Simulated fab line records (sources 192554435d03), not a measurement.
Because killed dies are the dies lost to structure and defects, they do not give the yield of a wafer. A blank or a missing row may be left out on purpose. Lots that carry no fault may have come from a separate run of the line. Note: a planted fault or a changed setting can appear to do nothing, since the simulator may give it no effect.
A struck lot beside a sound one / flow n5-finfet / 46 steps out of a route of 1938
Sound: wafers L295.1, L295.3, L295.4. Struck: wafer L300.2. The cause comes at the end.
For every step that has rows: the tool of each side, followed by ch and its chambers, followed by its first start. Under that, the readings that differ: sound wafers / struck wafers / difference of the means / sigmas: that difference in standard deviations of wafers without a fault.
alike: same words and numbers on both sides, and readings whose means sit less than 2 such deviations apart. not compared: any withheld reading, any reading some wafer has no value for, any bound like >300 that may hide the same value, and any number with overlapping values for which the record gives no deviation.
Wherever a step has rows on one side only, a row that says differs or no value, or a row with sigmas, the two part there. Numbers that don't overlap but have no deviation are shown without sigmas and don't part them. A reading missing from all wafers of one side parts the sides only when that side holds two or more wafers.

first, 3 steps without rows for these wafers: N5_STI_FIN_REVEAL_ALD_14 (deposits Si3N4, target thk 3 nm); N5_STI_FIN_REVEAL_FCVD_FILL_01 (material SiO2 flowable, target thk 312 nm, time 512.2 s); N5_STI_FIN_REVEAL_DENSIFY_02 (time 1800 s).
N5_STI_FIN_REVEAL_CMP_04: polishes, stops on Si3N4, t overpolish 4 s, target thk 131.83 nm.
  sound on cmp-02 ch 1,2,3, day 2 08:46; struck on cmp-02 ch 3, day 3 15:29
  alike: motor-current-A, overpolish-run-s, time-to-endpoint-s
N5_STI_FIN_REVEAL_THK_MEAS_05:
  struck on film-metro-02, day 3 15:45; sound on film-metro-01, day 2 09:03
  alike: thk-nm
N5_STI_FIN_REVEAL_DENSIFY_30:
  sound on rtp-anneal-02 ch 0, day 2 09:05; struck on rtp-anneal-02 ch 0, day 3 15:55
  alike: lamp-power-pct
  not compared: wafer_temp_C_max
then, 6 steps without rows for these wafers: N5_STI_FIN_REVEAL_ETCHBACK_08 (etches SiO2 in C4F6/O2, target depth 30.5 nm, time 10.167 s); N5_STI_FIN_REVEAL_STRIP_24 (strips in N2/H2, time 90 s); N5_STI_FIN_REVEAL_PRECLEAN_25 (cleans in SPM, time 90 s); N5_STI_FIN_REVEAL_PRECLEAN_26 (cleans in SC1, time 45 s); N5_STI_FIN_REVEAL_PRECLEAN_29 (cleans in DHF, time 30 s); N5_STI_FIN_REVEAL_SRD_12 (time 30 s).
N5_STI_FIN_REVEAL_RECESS_09: chemistry HF/NH3, target SiO2, afs cycles 11, target depth 42.5 nm, sublimation time 60 s.
  sound on vapor-etch-01 ch 0,1, day 2 09:44; struck on vapor-etch-02 ch 1, day 3 16:22
reading=drypump-motor-current-A (A); sound=5.4 5.4 5.4; struck=6.2; difference=+0.8; sigmas=+2
reading=foreline-p-Torr (Torr); sound=0.1277 0.1280 0.1282; struck=0.1268; difference=-0.0012; sigmas=-3
then, 2 steps without rows for these wafers: N5_STI_FIN_REVEAL_STRIP_16 (strips SiNx in H3PO4, target depth 23.8 nm); N5_STI_FIN_REVEAL_PRECLEAN_17 (cleans in NF3:NH3, afs cycles 1, time 20 s, sublimation time 60 s).
N5_STI_FIN_REVEAL_ETCH_34: etches Si in H2, material Si, target depth 0.97 nm.
  sound on rie-si-04 ch 1,2,3, day 2 11:51; struck on rie-si-03 ch 0, day 3 18:27
reading=rf-hours-counter-h (h); sound=56 114 85; struck=122; difference=+37; sigmas=
  alike: drypump-motor-current-A, oes-product-au, throttle-valve-pct
N5_STI_FIN_REVEAL_OXIDATION_31: chemistry O2 PLASMA REMOTE, time 20 s.
  sound on plasma-asher-02 ch 0,1, day 2 11:55; struck on plasma-asher-02 ch 0, day 3 18:31
  alike: drypump-motor-current-A, heater-power-w
  not compared: rf-hours-counter-h
then, 6 steps without rows for these wafers: N5_STI_FIN_REVEAL_PRECLEAN_32 (cleans in NF3:NH3, afs cycles 1, time 20 s, sublimation time 60 s); N5_STI_FIN_REVEAL_STRIP_35 (strips Si3N4 in H3PO4, target depth 4 nm, time 39 s); N5_STI_FIN_REVEAL_SRD_21 (time 30 s); N5_STI_FIN_REVEAL_OXIDATION_33 (chemistry O2 PLASMA REMOTE, time 20 s); N5_STI_FIN_REVEAL_CLEAN_19 (cleans in O3/DIW, time 120 s); N5_STI_FIN_REVEAL_SRD_23 (time 30 s).
N5_STI_FIN_REVEAL_CD_MEAS_22: target cd 6.238 nm, pitch 28 nm.
  struck on cd-sem-03, day 3 19:02; sound on cd-sem-03, day 2 12:25
  alike: cd-nm
N5_STI_FIN_REVEAL_FIN_H_MEAS_10:
  struck on ocd-02, day 3 19:04; sound on ocd-02, day 2 12:27
reading=trench-depth-nm (nm); sound=52.0 52.9 53.0; struck=50.4; difference=-2.2; sigmas=-3
then, 2 steps without rows for these wafers: N5_STI_FIN_REVEAL_PRECLEAN_18 (cleans in SC2, time 45 s); N5_STI_FIN_REVEAL_SRD_28 (time 30 s).
N5_STI_FIN_REVEAL_INSPECT_13: inspects for defects (darkfield).
  struck on defect-inspect-01, day 3 19:10; sound on defect-inspect-01, day 2 12:32
  alike: raw-defect-count
then, 6 steps without rows for these wafers: N5_DUMMY_GATE_PRECLEAN_00 (cleans in O3/DIW, time 60 s); N5_DUMMY_GATE_SRD_01 (time 30 s); N5_DUMMY_GATE_ALD_02 (deposits SiO2, target thk 2 nm, pulse time 1 s); N5_DUMMY_GATE_CVD_03 (deposits a-Si from SiH4, target thk 150 nm, time 8042 s); N5_DUMMY_GATE_PRECLEAN_46 (cleans in DIW, time 89.5 s); N5_DUMMY_GATE_SRD_47 (dry time 32 s).
N5_DUMMY_GATE_CMP_04: polishes a-Si.
  sound on cmp-02 ch 0,1,2, day 2 18:46; struck on cmp-02 ch 2, day 3 23:10
  alike: motor-current-A, time-to-endpoint-s
N5_DUMMY_GATE_THK_MEAS_05:
  struck on film-metro-02, day 3 23:20; sound on film-metro-01, day 2 19:00
  alike: thk-nm
then, 6 steps without rows for these wafers: N5_DUMMY_GATE_HM_DEP_06 (deposits SiNx from DCS/NH3, target thk 80 nm, time 5141 s); N5_DUMMY_GATE_PECVD_30 (deposits SiO2 from TEOS/O2, target thk 55 nm, time 10.8 s); N5_DUMMY_GATE_COAT_34 (time 60 s, resist thk 60 nm); N5_DUMMY_GATE_COAT_35 (time 60 s, resist thk 10 nm); N5_DUMMY_GATE_COAT_28 (time 60 s, resist thk 10 nm); N5_DUMMY_GATE_COAT_09 (resist thk 30 nm).
N5_SD_EPI_N_SD_RECESS_17: chemistry HBr/Cl2/O2, target depth 41 nm, time 23.7 s, bt time 3 s.
  sound on rie-si-01 ch 0,1,3, day 3 02:30; struck on rie-si-04 ch 0, day 4 07:04
reading=rf-hours-counter-h (h); sound=5 1 11; struck=99; difference=+93; sigmas=
reading=model.Si_of_WELL_APT_EPI_41.thk-nm (nm); sound=8.6 9 8.4; struck=6.6; difference=-2.1; sigmas=
reading=model.etch.depth-nm (nm); sound=40.68 40.91 41.2; struck=43.41; difference=+2.48; sigmas=
reading=model.SD_EPI_N.feature-depth-nm (nm); sound=40.6 41 41.2; struck=43.4; difference=+2.5; sigmas=
  alike: drypump-motor-current-A, oes-product-au, throttle-valve-pct
N5_SD_EPI_N_STRIP_18: strips in SPM, time 750 s.
  sound on wet-bench-05 ch 2,6,7, day 3 02:41; struck on wet-bench-01 ch 4, day 4 07:16
reading=model.Si_of_WELL_APT_EPI_41.thk-nm (nm); sound=8.2 8.6 8; struck=6.4; difference=-1.9; sigmas=
-- the record jumps here: 5 days lie between the struck wafers' starts before and after (it left off in module SD_EPI_N and takes up again in module BEOL_M4, whose first step shown is number 1111 of the route) --
N5_BEOL_M4_RC_MEAS_101:
  sound on prober-01 ch 0, day 8 10:00; struck on prober-01 ch 0, day 9 03:57
reading=CJ_N; sound=4.25 4.28 4.32; struck=4.55; difference=+0.27; sigmas=+3
reading=DIBL_N (mV/V); sound=35.2 35.0 36.0; struck=38.3; difference=+2.9; sigmas=+2
reading=SS_N (mV/dec); sound=71.0 70.3 70.6; struck=73.4; difference=+2.8; sigmas=+5
  alike: DIBL_P, IOFF_N, IOFF_P, ION_N, ION_P, SS_P, VT_N, VT_P
-- here the record skips 4 days between the struck wafers' starts before and after, leaving off in module BEOL_M4 and picking up in module PASSIVATION (first step shown: number 1936 of the route) --
N5_PASSIVATION_PROBE_49:
  struck on prober-01, day 12 20:38; sound on prober-02, day 12 09:47
reading=killed_at_M0_to_M3; sound=39 39 40; struck=67; difference=+28; sigmas=+3
  alike: defect-limited-yield, killed_at_M4_up, killed-at-contacts, killed-at-front-end, killed-at-other, killed-dies, killed-on-rim, killed-open, killed-short, sort_bin_5_function, sort_bin_6_memory, sort_bin_8_speed, sort-n-pass, sort-yield-pct

== WHERE THEY PART ==
Earliest at N5_STI_FIN_REVEAL_RECESS_09; latest, in this record, at N5_PASSIVATION_PROBE_49.

WHY: what the simulator had put in
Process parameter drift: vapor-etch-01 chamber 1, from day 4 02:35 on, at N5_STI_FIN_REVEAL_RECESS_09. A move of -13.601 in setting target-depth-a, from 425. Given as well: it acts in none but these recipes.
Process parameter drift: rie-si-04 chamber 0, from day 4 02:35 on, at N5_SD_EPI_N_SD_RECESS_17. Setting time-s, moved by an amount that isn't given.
